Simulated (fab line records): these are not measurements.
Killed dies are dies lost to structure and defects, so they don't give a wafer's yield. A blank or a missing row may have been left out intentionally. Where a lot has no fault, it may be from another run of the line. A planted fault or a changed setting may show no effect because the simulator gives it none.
fab line records :: flow nand_harc
[record]
  lots = 5
  wafers = 15
  last_day = 23
route steps=1159 shown P_ZERO_WELL@44 END@1159
lots that met no fault: taken from a fault-free run of the same line
start_h: start of the lot's first displayed wafer, in hours after the record's first day :: wait_h: hours from the lot's prior step to this one :: " as in the row above :: L1.1+2: one row covering several wafers at once :: - value missing, or start not given :: * or withheld: withheld :: < > ~ a bound
route shown NAME@n: a module of which the file shows steps, and the number in the route of the first :: usual: mean and standard deviation over wafers with no fault :: same: alike in all rows :: chamber/n: place in a boat :: sites: the reading at each site :: _std_site: standard deviation of those values :: _edge_site: the outer-site mean with the inner-site mean subtracted :: radius_mm: how far each site lies from the wafer's centre :: mask NAME#n: copy n :: behind: tool/chamber where the wafer was last shaped :: hold: why the lot went on hold/how many hours it stayed there/how the hold came to an end :: device: the transistor (n, p or np) that didn't switch :: end of line: the tests these same wafers got at the end of their route :: a step with no rows: only its recipe :: killed: at the first sort, the dies lost to defects and structure; wafer yield is something else :: map: the dies of a wafer, with x for killed, . for not killed, _ for no die there
set.NAME: the setting the step ran with; set.NAME@STEP: the setting that earlier step ran with :: model.NAME: the simulator's own value behind a step, which no gauge read
lots at some steps of the route; a table a step, a row a wafer
services: a tool's chamber out of use, with start hour (start_h, from the record's first day; less than 0 if before it), hours out, and reason
[[steps]]
[step NHARC_P_ZERO_WELL_CD_MEAS_37]
[recipe]
  target_cd_nm = 720
  landing_energy_ev = 500
[usual]
  cd_nm = 720.0/1.9
lot.wafer: L841.1
tool: cd_sem-01
chamber: 0
start_h: 31.54
wait_h: -
cd_nm: 718.7

lot.wafer: L841.3
tool: cd_sem-01
chamber: 0
start_h: 31.54
wait_h: -
cd_nm: 718.0

lot.wafer: L841.5
tool: cd_sem-01
chamber: 0
start_h: 31.54
wait_h: -
cd_nm: 722.0

lot.wafer: L842.1
tool: cd_sem-03
chamber: 0
start_h: 34.37
wait_h: -
cd_nm: 721.8

lot.wafer: L842.3
tool: cd_sem-03
chamber: 0
start_h: 34.37
wait_h: -
cd_nm: 720.4

lot.wafer: L842.6
tool: cd_sem-03
chamber: 0
start_h: 34.37
wait_h: -
cd_nm: 721.4

lot.wafer: L848.2
tool: cd_sem-01
chamber: 0
start_h: 69.98
wait_h: -
cd_nm: 719.7

lot.wafer: L848.3
tool: cd_sem-01
chamber: 0
start_h: 69.98
wait_h: -
cd_nm: 718.2

lot.wafer: L848.5
tool: cd_sem-01
chamber: 0
start_h: 69.98
wait_h: -
cd_nm: 722.0

lot.wafer: L853.2
tool: cd_sem-03
chamber: 0
start_h: 100.13
wait_h: -
cd_nm: 723.3

lot.wafer: L853.5
tool: cd_sem-03
chamber: 0
start_h: 100.13
wait_h: -
cd_nm: 720.4

lot.wafer: L853.6
tool: cd_sem-03
chamber: 0
start_h: 100.13
wait_h: -
cd_nm: 719.9

lot.wafer: L857.2
tool: cd_sem-03
chamber: 0
start_h: 124.22
wait_h: -
cd_nm: 716.7

lot.wafer: L857.4
tool: cd_sem-03
chamber: 0
start_h: 124.22
wait_h: -
cd_nm: 720.6

lot.wafer: L857.6
tool: cd_sem-03
chamber: 0
start_h: 124.22
wait_h: -
cd_nm: 719.5
[step NHARC_P_ZERO_WELL_HARDBAKE_38]
[recipe]
  temp_c = 125
  time_s = 80
[step NHARC_P_ZERO_WELL_DESCUM_39]
[recipe]
  time_s = 3
  o2_flow_sccm = 200
  ar_flow_sccm = 0
  bias_power_w = 0
  chemistry = O2
[usual]
  chamber_pressure_mTorr = 60.00/0.053
  drypump_motor_current_A = 5.7/0.44
  o2_flow_sccm = 200.1/0.6
  oes_product_au = 1.001/0.0093
  rf_vpp_V = 57.7/0.83
  showerhead_plenum_p_Torr = 1.94/0.076
  throttle_valve_pct = 11.312/0.0098
[same]
  bias_power_w = 0
lot.wafer: L841.3
tool: rie_diel-10
chamber: 0
start_h: 31.70
wait_h: -
chamber_pressure_mTorr: 59.92
drypump_motor_current_A: 5.3
o2_flow_sccm: 199.2
oes_product_au: 1.001
rf_hours_counter_h: 2
rf_vpp_V: 57.4
showerhead_plenum_p_Torr: 1.82
throttle_valve_pct: 11.319

lot.wafer: L841.1
tool: rie_diel-10
chamber: 2
start_h: 31.70
wait_h: -
chamber_pressure_mTorr: 60.03
drypump_motor_current_A: 5.7
o2_flow_sccm: 201.3
oes_product_au: 0.978
rf_hours_counter_h: 3
rf_vpp_V: 58.2
showerhead_plenum_p_Torr: 1.86
throttle_valve_pct: 11.310

lot.wafer: L841.5
tool: rie_diel-10
chamber: 0
start_h: 31.70
wait_h: -
chamber_pressure_mTorr: 59.92
drypump_motor_current_A: 5.3
o2_flow_sccm: 200.1
oes_product_au: 0.999
rf_hours_counter_h: -
rf_vpp_V: 58.1
showerhead_plenum_p_Torr: 1.82
throttle_valve_pct: 11.313

lot.wafer: L842.3
tool: rie_diel-07
chamber: 0
start_h: 34.53
wait_h: -
chamber_pressure_mTorr: 60.01
drypump_motor_current_A: 6.2
o2_flow_sccm: 200.6
oes_product_au: 1.006
rf_hours_counter_h: 10
rf_vpp_V: 57.9
showerhead_plenum_p_Torr: 2.00
throttle_valve_pct: 11.314

lot.wafer: L842.1
tool: rie_diel-07
chamber: 2
start_h: 34.53
wait_h: -
chamber_pressure_mTorr: 59.96
drypump_motor_current_A: 6.4
o2_flow_sccm: 199.7
oes_product_au: 1.007
rf_hours_counter_h: 11
rf_vpp_V: 57.0
showerhead_plenum_p_Torr: 1.79
throttle_valve_pct: 11.314

lot.wafer: L842.6
tool: rie_diel-07
chamber: 0
start_h: 34.53
wait_h: -
chamber_pressure_mTorr: 60.10
drypump_motor_current_A: 6.2
o2_flow_sccm: 201.0
oes_product_au: 1.003
rf_hours_counter_h: -
rf_vpp_V: 57.4
showerhead_plenum_p_Torr: 2.00
throttle_valve_pct: 11.317

lot.wafer: L848.3
tool: rie_diel-07
chamber: 3
start_h: 70.13
wait_h: -
chamber_pressure_mTorr: 59.95
drypump_motor_current_A: 6.5
o2_flow_sccm: 200.1
oes_product_au: 0.993
rf_hours_counter_h: 0
rf_vpp_V: 57.6
showerhead_plenum_p_Torr: 1.93
throttle_valve_pct: 11.323

lot.wafer: L848.2
tool: rie_diel-07
chamber: 0
start_h: 70.13
wait_h: -
chamber_pressure_mTorr: 59.96
drypump_motor_current_A: 6.2
o2_flow_sccm: 200.1
oes_product_au: 0.996
rf_hours_counter_h: 0
rf_vpp_V: 57.6
showerhead_plenum_p_Torr: 2.00
throttle_valve_pct: 11.309

lot.wafer: L848.5
tool: rie_diel-07
chamber: 0
start_h: 70.13
wait_h: -
chamber_pressure_mTorr: 59.95
drypump_motor_current_A: 6.2
o2_flow_sccm: 199.7
oes_product_au: 0.993
rf_hours_counter_h: -
rf_vpp_V: 57.6
showerhead_plenum_p_Torr: 2.00
throttle_valve_pct: 11.314

lot.wafer: L853.2
tool: rie_diel-05
chamber: 1
start_h: 100.33
wait_h: -
chamber_pressure_mTorr: 59.99
drypump_motor_current_A: 5.5
o2_flow_sccm: 199.3
oes_product_au: 1.005
rf_hours_counter_h: 8
rf_vpp_V: 57.8
showerhead_plenum_p_Torr: 2.00
throttle_valve_pct: 11.297

lot.wafer: L853.5
tool: rie_diel-05
chamber: 3
start_h: 100.33
wait_h: -
chamber_pressure_mTorr: 59.87
drypump_motor_current_A: 6.2
o2_flow_sccm: 200.2
oes_product_au: 1.008
rf_hours_counter_h: -
rf_vpp_V: 57.6
showerhead_plenum_p_Torr: 1.92
throttle_valve_pct: 11.307

lot.wafer: L853.6
tool: rie_diel-05
chamber: 0
start_h: 100.33
wait_h: -
chamber_pressure_mTorr: 60.04
drypump_motor_current_A: 5.5
o2_flow_sccm: 199.7
oes_product_au: 1.012
rf_hours_counter_h: -
rf_vpp_V: 56.5
showerhead_plenum_p_Torr: 1.95
throttle_valve_pct: 11.311

lot.wafer: L857.2
tool: rie_diel-10
chamber: 1
start_h: 124.38
wait_h: -
chamber_pressure_mTorr: 60.09
drypump_motor_current_A: 5.5
o2_flow_sccm: 199.7
oes_product_au: 0.997
rf_hours_counter_h: 9
rf_vpp_V: 58.0
showerhead_plenum_p_Torr: 1.89
throttle_valve_pct: 11.314

lot.wafer: L857.4
tool: rie_diel-10
chamber: 0
start_h: 124.38
wait_h: -
chamber_pressure_mTorr: 60.00
drypump_motor_current_A: 5.3
o2_flow_sccm: 199.9
oes_product_au: 0.995
rf_hours_counter_h: 10
rf_vpp_V: 57.6
showerhead_plenum_p_Torr: 1.82
throttle_valve_pct: 11.300

lot.wafer: L857.6
tool: rie_diel-10
chamber: 1
start_h: 124.38
wait_h: -
chamber_pressure_mTorr: 59.97
drypump_motor_current_A: 5.5
o2_flow_sccm: 200.7
oes_product_au: 0.995
rf_hours_counter_h: -
rf_vpp_V: 58.1
showerhead_plenum_p_Torr: 1.89
throttle_valve_pct: 11.309
[step NHARC_P_ZERO_WELL_IMPLANT_40]
[recipe]
  energy_kev = 300
  dose_cm2 = 1e+13
  tilt_deg = 7
[step NHARC_P_ZERO_WELL_IMPLANT_59]
[recipe]
  energy_kev = 120
  dose_cm2 = 5e+12
  tilt_deg = 7
[step NHARC_P_ZERO_WELL_IMPLANT_60]
[recipe]
  energy_kev = 30
  dose_cm2 = 2e+12
  tilt_deg = 7
[step NHARC_P_ZERO_WELL_STRIP_41]
[recipe]
  time_s = 840
  temp_c = 130
  chemistry = SPM
[step NHARC_P_ZERO_WELL_DEHYDRATE_44]
[recipe]
  temp_c = 150
  time_s = 120
[step NHARC_P_ZERO_WELL_HMDS_45]
[recipe]
  time_s = 30
[step NHARC_P_ZERO_WELL_COAT_46]
[recipe]
  spin_rpm = withheld
[step NHARC_P_ZERO_WELL_SOFTBAKE_47]
[recipe]
  temp_c = 122
  time_s = 95
[step NHARC_P_ZERO_WELL_EBR_48]
[step NHARC_P_ZERO_WELL_EXPOSE_49]
[recipe]
  na = 0.6
  target_cd_nm = 2000
  dose_mj = 22.64
  mask_id = P_HVPW
[same]
  na = 0.6
lot.wafer: L841.1+3+5
tool: krf_scanner-04
chamber: 0
start_h: 33.11
wait_h: -
mask: P_HVPW#0

lot.wafer: L842.1+3+6
tool: krf_scanner-04
chamber: 0
start_h: 35.74
wait_h: -
mask: P_HVPW_R1#0

lot.wafer: L848.2+3+5
tool: krf_scanner-03
chamber: 0
start_h: 71.46
wait_h: -
mask: P_HVPW#0

lot.wafer: L853.2+5+6
tool: krf_scanner-03
chamber: 0
start_h: 101.63
wait_h: -
mask: P_HVPW#0

lot.wafer: L857.2+4+6
tool: krf_scanner-01
chamber: 0
start_h: 125.72
wait_h: -
mask: P_HVPW#0
[step NHARC_P_ZERO_WELL_PEB_50]
[recipe]
  peb_temp_c = 118
  peb_time_s = 85
[step NHARC_P_ZERO_WELL_DEVELOP_51]
[recipe]
  time_s = 70
[step NHARC_P_ZERO_WELL_CD_MEAS_52]
[recipe]
  target_cd_nm = 2000
  landing_energy_ev = 500
[usual]
  cd_nm = 1999.9/2
lot.wafer: L841.1
tool: cd_sem-03
chamber: 0
start_h: 33.27
wait_h: -
cd_nm: 2004.5

lot.wafer: L841.3
tool: cd_sem-03
chamber: 0
start_h: 33.27
wait_h: -
cd_nm: 2000.4

lot.wafer: L841.5
tool: cd_sem-03
chamber: 0
start_h: 33.27
wait_h: -
cd_nm: 2001.5

lot.wafer: L842.1
tool: cd_sem-02
chamber: 0
start_h: 35.90
wait_h: -
cd_nm: 1690.7

lot.wafer: L842.3
tool: cd_sem-02
chamber: 0
start_h: 35.90
wait_h: -
cd_nm: 1690.1

lot.wafer: L842.6
tool: cd_sem-02
chamber: 0
start_h: 35.90
wait_h: -
cd_nm: 1691.4

lot.wafer: L848.2
tool: cd_sem-02
chamber: 0
start_h: 71.61
wait_h: -
cd_nm: 2003.7

lot.wafer: L848.3
tool: cd_sem-02
chamber: 0
start_h: 71.61
wait_h: -
cd_nm: 2001.0

lot.wafer: L848.5
tool: cd_sem-02
chamber: 0
start_h: 71.61
wait_h: -
cd_nm: 2001.6

lot.wafer: L853.2
tool: cd_sem-01
chamber: 0
start_h: 101.78
wait_h: -
cd_nm: 2001.2

lot.wafer: L853.5
tool: cd_sem-01
chamber: 0
start_h: 101.78
wait_h: -
cd_nm: 2000.1

lot.wafer: L853.6
tool: cd_sem-01
chamber: 0
start_h: 101.78
wait_h: -
cd_nm: 2004.4

lot.wafer: L857.2
tool: cd_sem-02
chamber: 0
start_h: 125.88
wait_h: -
cd_nm: 2001.8

lot.wafer: L857.4
tool: cd_sem-02
chamber: 0
start_h: 125.88
wait_h: -
cd_nm: 2004.5

lot.wafer: L857.6
tool: cd_sem-02
chamber: 0
start_h: 125.88
wait_h: -
cd_nm: 2002.4
[step NHARC_P_ZERO_WELL_HARDBAKE_53]
[recipe]
  temp_c = 125
  time_s = 80
[step NHARC_P_ZERO_WELL_DESCUM_54]
[recipe]
  time_s = 3
  o2_flow_sccm = 200
  ar_flow_sccm = 0
  bias_power_w = 0
  chemistry = O2
[usual]
  chamber_pressure_mTorr = 59.99/0.058
  drypump_motor_current_A = 5.8/0.46
  o2_flow_sccm = 200.0/0.53
  oes_product_au = 1.001/0.0093
  rf_vpp_V = 57.7/0.9
  showerhead_plenum_p_Torr = 1.94/0.075
  throttle_valve_pct = 11.310/0.0089
[same]
  bias_power_w = 0
lot.wafer: L841.1
tool: rie_diel-07
chamber: 3
start_h: 33.43
wait_h: -
chamber_pressure_mTorr: 59.93
drypump_motor_current_A: 6.5
o2_flow_sccm: 200.2
oes_product_au: 1.004
rf_hours_counter_h: 9
rf_vpp_V: 58.1
showerhead_plenum_p_Torr: 1.93
throttle_valve_pct: 11.322
model.P_ZERO_WELL.cd_nm: 2004

lot.wafer: L841.3
tool: rie_diel-07
chamber: 2
start_h: 33.43
wait_h: -
chamber_pressure_mTorr: 60.01
drypump_motor_current_A: 6.5
o2_flow_sccm: 199.9
oes_product_au: 1.016
rf_hours_counter_h: 11
rf_vpp_V: 55.6
showerhead_plenum_p_Torr: 1.79
throttle_valve_pct: 11.313
model.P_ZERO_WELL.cd_nm: 2000

lot.wafer: L841.5
tool: rie_diel-07
chamber: 0
start_h: 33.43
wait_h: -
chamber_pressure_mTorr: 59.98
drypump_motor_current_A: 6.2
o2_flow_sccm: 200.4
oes_product_au: 1.020
rf_hours_counter_h: -
rf_vpp_V: 58.3
showerhead_plenum_p_Torr: 2.00
throttle_valve_pct: 11.312
model.P_ZERO_WELL.cd_nm: 2001

lot.wafer: L842.1
tool: rie_diel-07
chamber: 3
start_h: 36.07
wait_h: -
chamber_pressure_mTorr: 59.95
drypump_motor_current_A: 6.5
o2_flow_sccm: 199.5
oes_product_au: 0.989
rf_hours_counter_h: 9
rf_vpp_V: 57.4
showerhead_plenum_p_Torr: 1.93
throttle_valve_pct: 11.313
model.P_ZERO_WELL.cd_nm: 1691

lot.wafer: L842.3
tool: rie_diel-07
chamber: 2
start_h: 36.07
wait_h: -
chamber_pressure_mTorr: 59.96
drypump_motor_current_A: 6.4
o2_flow_sccm: 199.7
oes_product_au: 1.007
rf_hours_counter_h: 11
rf_vpp_V: 57.6
showerhead_plenum_p_Torr: 1.79
throttle_valve_pct: 11.316
model.P_ZERO_WELL.cd_nm: 1690

lot.wafer: L842.6
tool: rie_diel-07
chamber: 3
start_h: 36.07
wait_h: -
chamber_pressure_mTorr: 60.03
drypump_motor_current_A: 6.5
o2_flow_sccm: 199.4
oes_product_au: 0.993
rf_hours_counter_h: -
rf_vpp_V: 56.9
showerhead_plenum_p_Torr: 1.93
throttle_valve_pct: 11.324
model.P_ZERO_WELL.cd_nm: 1692

lot.wafer: L848.2
tool: rie_diel-05
chamber: 1
start_h: 71.77
wait_h: -
chamber_pressure_mTorr: 59.82
drypump_motor_current_A: 5.4
o2_flow_sccm: 198.7
oes_product_au: 1.007
rf_hours_counter_h: 3
rf_vpp_V: 57.4
showerhead_plenum_p_Torr: 2.00
throttle_valve_pct: 11.308
model.P_ZERO_WELL.cd_nm: 2003

lot.wafer: L848.3
tool: rie_diel-05
chamber: 3
start_h: 71.77
wait_h: -
chamber_pressure_mTorr: 60.00
drypump_motor_current_A: 6.2
o2_flow_sccm: 199.6
oes_product_au: 1.005
rf_hours_counter_h: 4
rf_vpp_V: 55.7
showerhead_plenum_p_Torr: 1.92
throttle_valve_pct: 11.307
model.P_ZERO_WELL.cd_nm: 2001

lot.wafer: L848.5
tool: rie_diel-05
chamber: 2
start_h: 71.77
wait_h: -
chamber_pressure_mTorr: 59.98
drypump_motor_current_A: 5.2
o2_flow_sccm: 199.8
oes_product_au: 0.992
rf_hours_counter_h: -
rf_vpp_V: 58.2
showerhead_plenum_p_Torr: 2.02
throttle_valve_pct: 11.311
model.P_ZERO_WELL.cd_nm: 2001

lot.wafer: L853.2
tool: rie_diel-05
chamber: 0
start_h: 101.97
wait_h: -
chamber_pressure_mTorr: 60.04
drypump_motor_current_A: 5.5
o2_flow_sccm: 200.5
oes_product_au: 1.028
rf_hours_counter_h: 8
rf_vpp_V: 56.7
showerhead_plenum_p_Torr: 1.95
throttle_valve_pct: 11.304
model.P_ZERO_WELL.cd_nm: 2001

lot.wafer: L853.6
tool: rie_diel-05
chamber: 1
start_h: 101.97
wait_h: -
chamber_pressure_mTorr: 59.95
drypump_motor_current_A: 5.5
o2_flow_sccm: 199.5
oes_product_au: 1.004
rf_hours_counter_h: -
rf_vpp_V: 57.6
showerhead_plenum_p_Torr: 2.00
throttle_valve_pct: 11.321
model.P_ZERO_WELL.cd_nm: 2004

lot.wafer: L853.5
tool: rie_diel-05
chamber: 2
start_h: 101.97
wait_h: -
chamber_pressure_mTorr: 60.03
drypump_motor_current_A: 5.2
o2_flow_sccm: 200.0
oes_product_au: 1.001
rf_hours_counter_h: -
rf_vpp_V: 57.9
showerhead_plenum_p_Torr: 2.02
throttle_valve_pct: 11.325
model.P_ZERO_WELL.cd_nm: 2001

lot.wafer: L857.4
tool: rie_diel-10
chamber: 1
start_h: 126.06
wait_h: -
chamber_pressure_mTorr: 60.06
drypump_motor_current_A: 5.5
o2_flow_sccm: 200.3
oes_product_au: 0.991
rf_hours_counter_h: 9
rf_vpp_V: 58.8
showerhead_plenum_p_Torr: 1.89
throttle_valve_pct: 11.313
model.P_ZERO_WELL.cd_nm: 2004

lot.wafer: L857.2
tool: rie_diel-10
chamber: 2
start_h: 126.06
wait_h: -
chamber_pressure_mTorr: 60.09
drypump_motor_current_A: 5.7
o2_flow_sccm: 200.1
oes_product_au: 0.976
rf_hours_counter_h: 12
rf_vpp_V: 56.9
showerhead_plenum_p_Torr: 1.86
throttle_valve_pct: 11.310
model.P_ZERO_WELL.cd_nm: 2001

lot.wafer: L857.6
tool: rie_diel-10
chamber: 0
start_h: 126.06
wait_h: -
chamber_pressure_mTorr: 60.00
drypump_motor_current_A: 5.3
o2_flow_sccm: 200.5
oes_product_au: 0.996
rf_hours_counter_h: -
rf_vpp_V: 57.2
showerhead_plenum_p_Torr: 1.82
throttle_valve_pct: 11.315
model.P_ZERO_WELL.cd_nm: 2003
[step NHARC_P_ZERO_WELL_IMPLANT_55]
[recipe]
  energy_kev = 180
  dose_cm2 = 8e+11
  tilt_deg = 7
[step NHARC_END_SORT_01]
[recipe]
  temp_c = 25
[usual]
  killed_at_array = 26/10
  killed_at_other = 0.8/1.1
  killed_at_periphery = 3.3/2.6
  killed_dies = 30/11
  killed_open = 3.4/1.8
  killed_short = 2.0/1.3
[same]
  gross_dies = 677
lot.wafer: L842.1
tool: prober-02
chamber: 0
start_h: 456.80
wait_h: 2.5
killed_at_array: 21
killed_at_other: 0
killed_at_periphery: 172
killed_dies: 193
killed_open: 2
killed_short: 3

lot.wafer: L842.3
tool: prober-02
chamber: 0
start_h: 458.42
wait_h: 3.1
killed_at_array: 22
killed_at_other: 2
killed_at_periphery: 160
killed_dies: 184
killed_open: 5
killed_short: 2

lot.wafer: L842.6
tool: prober-02
chamber: 0
start_h: 460.85
wait_h: 4.1
killed_at_array: 18
killed_at_other: 0
killed_at_periphery: 178
killed_dies: 196
killed_open: 3
killed_short: 3

lot.wafer: L848.2
tool: prober-01
chamber: 0
start_h: 490.25
wait_h: 2.8
killed_at_array: 21
killed_at_other: 0
killed_at_periphery: 1
killed_dies: 22
killed_open: 1
killed_short: 2

lot.wafer: L848.5
tool: prober-01
chamber: 0
start_h: 492.64
wait_h: 3.7
killed_at_array: 14
killed_at_other: 2
killed_at_periphery: 0
killed_dies: 16
killed_open: 4
killed_short: 3

lot.wafer: L853.2
tool: prober-02
chamber: 0
start_h: 507.65
wait_h: 2.8
killed_at_array: 39
killed_at_other: 1
killed_at_periphery: 0
killed_dies: 40
killed_open: 6
killed_short: 2

lot.wafer: L853.6
tool: prober-02
chamber: 0
start_h: 510.85
wait_h: 4.0
killed_at_array: 38
killed_at_other: 0
killed_at_periphery: 4
killed_dies: 42
killed_open: 9
killed_short: 3

lot.wafer: L857.2
tool: prober-01
chamber: 0
start_h: 556.89
wait_h: 2.8
killed_at_array: 15
killed_at_other: 2
killed_at_periphery: 2
killed_dies: 19
killed_open: 3
killed_short: 0

lot.wafer: L857.4
tool: prober-01
chamber: 0
start_h: 558.47
wait_h: 3.4
killed_at_array: 13
killed_at_other: 3
killed_at_periphery: 1
killed_dies: 17
killed_open: 3
killed_short: 3

lot.wafer: L857.6
tool: prober-01
chamber: 0
start_h: 560.06
wait_h: 4.0
killed_at_array: 15
killed_at_other: 1
killed_at_periphery: 1
killed_dies: 17
killed_open: 3
killed_short: 2
// killed by level:class
L842.1 P_ZERO_WELL:area_expose=171 A_CHANNEL_HOLE_D1:chamber_film_flake=8 A_STAIRCASE:chamber_film_flake=5 A_CONTACT:chamber_film_flake=3 P_CONTACT:geometric_particle:open=1 A_ONON_D1:geometric_particle:short=1 A_CHANNEL_FILL_D1:geometric_particle:short=1 A_WL_FILL:geometric_particle:short=1
L842.3 P_ZERO_WELL:area_expose=157 A_CHANNEL_HOLE_D1:chamber_film_flake=9 A_STAIRCASE:chamber_film_flake=5 A_CONTACT:chamber_film_flake=3 A_M0:geometric_particle:open=2 THIN_TSV:chamber_film_flake=2 P_GATE:geometric_particle:open=1 P_CONTACT:geometric_particle:short=1
L842.6 P_ZERO_WELL:area_expose=177 A_CHANNEL_HOLE_D1:chamber_film_flake=6 A_STAIRCASE:chamber_film_flake=4 A_CONTACT:geometric_particle:short=2 A_CONTACT:chamber_film_flake=2 A_ONON_D1:geometric_particle:open=1 A_WL_FILL:geometric_particle:open=1 A_WL_FILL:geometric_particle:short=1
L848.2 A_STAIRCASE:chamber_film_flake=10 A_CHANNEL_HOLE_D1:chamber_film_flake=6 A_WL_FILL:geometric_particle:short=1 A_M0:geometric_particle:short=1 A_M1:geometric_particle:open=1 P_GATE:chamber_film_flake=1 A_SLIT:chamber_film_flake=1 A_CONTACT:chamber_film_flake=1
L848.5 A_CHANNEL_HOLE_D1:chamber_film_flake=3 A_STAIRCASE:chamber_film_flake=3 A_CONTACT:geometric_particle:open=2 A_M0:geometric_particle:open=2 A_CONTACT:chamber_film_flake=2 A_ONON_D1:geometric_particle:short=1 A_WL_FILL:geometric_particle:short=1 STARTING-WAFER:geometric_particle:short=1
L853.2 A_CHANNEL_HOLE_D1:chamber_film_flake=17 A_SLIT:chamber_film_flake=8 A_CONTACT:chamber_film_flake=5 A_CHANNEL_HOLE_D1:geometric_particle:open=2 A_WL_FILL:chamber_film_flake=2 A_SOURCE_PLATE:geometric_particle:open=1 A_WL_FILL:geometric_particle:short=1 A_CONTACT:geometric_particle:open=1
L853.6 A_SLIT:chamber_film_flake=16 A_CHANNEL_HOLE_D1:chamber_film_flake=8 A_CONTACT:chamber_film_flake=3 P_M0:geometric_particle:open=2 A_ONON_D1:geometric_particle:short=2 A_M0:geometric_particle:open=2 P_STI:geometric_particle:open=1 A_SOURCE_PLATE:geometric_particle:short=1
L857.2 A_CONTACT:chamber_film_flake=8 A_CHANNEL_HOLE_D1:chamber_film_flake=4 THIN_TSV:chamber_film_flake=2 P_GATE:geometric_particle:open=1 A_CONTACT:geometric_particle:open=1 A_M0:geometric_particle:open=1 P_GATE:chamber_film_flake=1 A_STAIRCASE:chamber_film_flake=1
L857.4 A_CHANNEL_HOLE_D1:chamber_film_flake=3 A_CONTACT:chamber_film_flake=3 THIN_TSV:chamber_film_flake=3 A_CHANNEL_FILL_D1:geometric_particle:short=2 A_CHANNEL_FILL_D1:geometric_particle:open=2 P_M1:geometric_particle:short=1 A_WL_FILL:geometric_particle:open=1 A_CHANNEL_FILL_D1:chamber_film_flake=1
L857.6 A_CHANNEL_HOLE_D1:chamber_film_flake=6 A_CONTACT:chamber_film_flake=3 P_CONTACT:geometric_particle:short=1 A_ONON_D1:geometric_particle:open=1 A_CONTACT:geometric_particle:open=1 A_BLC:geometric_particle:open=1 A_M0:geometric_particle:short=1 THIN_TSV:chamber_film_flake=1
// map L842.6 (x killed, . not)
____________.____________
_________......._________
_______....x......_______
______..x..........______
_____xxxx.x....x...x_____
____.x...xx..........____
____...xx.x...x......____
___.x.xxxx....xx......___
___....xxxxx..x.......___
__...x...x.x.....x.....__
__..xx.x......x........__
_..xxx.x.........x......_
_.x...x...x......x......_
_......xx.xxxx...x......_
_.....xxxxxxxx...x......_
_..x.xxx.xxxx..x........_
....x...xx.xxx..xx.......
.....x.x.xxxx.xxxx..x....
......xxxxxx.x..xx.......
.x...x.x.xxx.xxxxx.......
.....xxxxxxxxx.x..x......
_..x....xxxxxx.xxx..xx.._
_.x...xxxxxx.xxx........_
_.x...xxxxxxxxxxxx......_
_.x.x.x.xxxx..x..x......_
_....xxx..xxxxx........._
__.....x.x.....x.x.....__
__.x..xx....x..x.......__
___x..x...xxx.........___
___....xxxx..x........___
____.................____
____...x........x....____
_____..............._____
______..x..x.......______
_______..........._______
_________......._________
____________.____________
// map L841.1 (x killed, . not)
____________.____________
_________......._________
_______..........._______
______.x.x.........______
_____...........x..._____
____.................____
____.....x...........____
___..............x....___
___...................___
__.....................__
__.....................__
_......................x_
_......................._
_......................._
_....x.................._
_...............xx......_
........x................
.........................
.......x.................
.x.............x.........
.............x...........
_......................._
_.............x........._
_......................._
_.........x............._
_...........x..........._
__.....................__
__.....................__
___....x..x...........___
___...x...............___
____.................____
____.................____
_____.......xx......_____
______.............______
_______..........._______
_________......._________
____________.____________
[[services]]
tool: rie_diel-07
chamber: 2
start_h: 10.67
hours: 6.8
kind: repair

tool: rie_diel-10
chamber: 0
start_h: 10.73
hours: 13.3
kind: repair

tool: rie_diel-10
chamber: 1
start_h: 21.48
hours: 11.2
kind: repair

tool: krf_scanner-04
chamber: -
start_h: 28.49
hours: 1.8
kind: repair

tool: rie_diel-07
chamber: 0
start_h: 30.89
hours: -
kind: clean

tool: rie_diel-07
chamber: 1
start_h: 30.89
hours: -
kind: clean

tool: rie_diel-07
chamber: 2
start_h: 30.89
hours: -
kind: clean

tool: rie_diel-07
chamber: 3
start_h: 30.89
hours: -
kind: clean

tool: rie_diel-10
chamber: 3
start_h: 40.99
hours: 5.1
kind: repair

tool: krf_scanner-01
chamber: -
start_h: 48.71
hours: 0.4
kind: repair

tool: rie_diel-07
chamber: -
start_h: 51.21
hours: 9.0
kind: pm

tool: rie_diel-07
chamber: 0
start_h: 51.21
hours: 9.0
kind: vent_cycle

tool: rie_diel-07
chamber: 1
start_h: 51.21
hours: 9.0
kind: vent_cycle

tool: rie_diel-07
chamber: 2
start_h: 51.21
hours: 9.0
kind: vent_cycle

tool: rie_diel-07
chamber: 3
start_h: 51.21
hours: 9.0
kind: vent_cycle

tool: krf_scanner-01
chamber: -
start_h: 66.10
hours: 18.7
kind: repair

tool: rie_diel-07
chamber: -
start_h: 69.01
hours: 0.1
kind: repair

tool: krf_scanner-04
chamber: -
start_h: 71.95
hours: 16.0
kind: repair

tool: rie_diel-07
chamber: 0
start_h: 75.42
hours: 2.0
kind: repair

tool: rie_diel-10
chamber: 0
start_h: 114.17
hours: 6.7
kind: repair

tool: krf_scanner-01
chamber: -
start_h: 118.82
hours: 1.9
kind: repair

tool: krf_scanner-03
chamber: -
start_h: 123.37
hours: 47.3
kind: repair

tool: rie_diel-05
chamber: 0
start_h: 123.67
hours: 6.2
kind: repair

tool: krf_scanner-04
chamber: -
start_h: 126.00
hours: 4.0
kind: pm
[[key]]
[first_sign]
  step = NHARC_P_ZERO_WELL_EXPOSE_49
  reading = mask
  direction = changed
[effect]
  step = NHARC_P_ZERO_WELL_CD_MEAS_52
  reading = cd_nm
  direction = down
  sigmas = 99+
  usual = 1999.9
  struck = 1690.7
[effect]
  step = NHARC_END_SORT_01
  reading = killed_at_periphery
  direction = up
  sigmas = 64
  usual = 3.3
  struck = 170
[model_effect]
  step = NHARC_P_ZERO_WELL_DESCUM_54
  value = P_ZERO_WELL.cd_nm
  without = 1999
  struck = 1691
[more_kills_born_at]
  NHARC_P_ZERO_WELL_EXPOSE_49@krf_scanner-04 = 505
met_at NHARC_P_ZERO_WELL_EXPOSE_49
struck_wafers L842.1,L842.3,L842.6
tester_left_out L842
onset_between 33.11 35.74
[fault]
  kind = wrong_mask
  tool = any
  chamber = -
  onset_h = 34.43
  steps = NHARC_P_ZERO_WELL_EXPOSE_49
  aux_copy = P_HVPW_R1#0
  cd_offset_nm = -308.2
  scope = struck_lots_only
// tester_left_out: of these lots the tester's yield and bins aren't shown, on N5 and GAA mostly nor the transistor test; their killed dies are dies lost to structure and defects alone, not to doping, threshold or leakage, so they don't give the yield
